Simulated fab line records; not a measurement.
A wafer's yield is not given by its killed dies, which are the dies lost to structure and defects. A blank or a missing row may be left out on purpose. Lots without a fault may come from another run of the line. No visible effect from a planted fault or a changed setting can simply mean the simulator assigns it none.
Matching of chambers | flow nand-harc | 4 sister chambers for NHARC_A_CONTACT_DESCUM_47 on rie-diel-07
The step chemistry O2, time 3 s. 4 wafers are shown with their chamber, then 12 later ones without.

== WAFERS WITH THEIR CHAMBER ==
wafer  | chamber | showerhead-plenum-p-Torr (Torr)
L087.5 | 1       | 1.90
L089.1 | 0       | 2.07
L089.4 | 2       | 1.87
L089.5 | 3       | 1.77

== WAFERS WITH NO CHAMBER GIVEN ==
wafer  | showerhead-plenum-p-Torr (Torr)
L092.1 | 2.06
L092.2 | 1.90
L092.5 | 1.87
L095.2 | 1.87
L095.3 | 2.06
L095.6 | 2.06
L097.1 | 1.77
L097.3 | 2.06
L097.6 | 1.77
L096.1 | 1.87
L096.3 | 1.77
L096.4 | 1.90

== THE CHAMBER EACH PASSED THROUGH ==
wafer  | from the rows above | in truth
L092.1 | 0                   | 0
L092.2 | 1                   | 1
L092.5 | 2                   | 2
L095.2 | 2                   | 2
L095.3 | 0                   | 0
L095.6 | 0                   | 0
L097.1 | 3                   | 3
L097.3 | 0                   | 0
L097.6 | 3                   | 3
L096.1 | 2                   | 2
L096.3 | 3                   | 3
L096.4 | 1                   | 1
Correctly placed: 12 of 12. Not placeable from these rows: 0. 0 placed wrongly.
How it was worked out, from the rows above alone: a wafer's distance from a chamber is the root of the sum, over the readings, of the square of ((its reading less the chamber's mean) divided by the reading's scatter). The wafer belongs to the nearest chamber; if the next one is less than 2 further off, it can't be placed. A chamber's mean is the mean of its shown wafers. The scatter (one wafer shown for each chamber): square how far every hidden wafer sits from the nearest shown wafer, average those squares and take the square root.
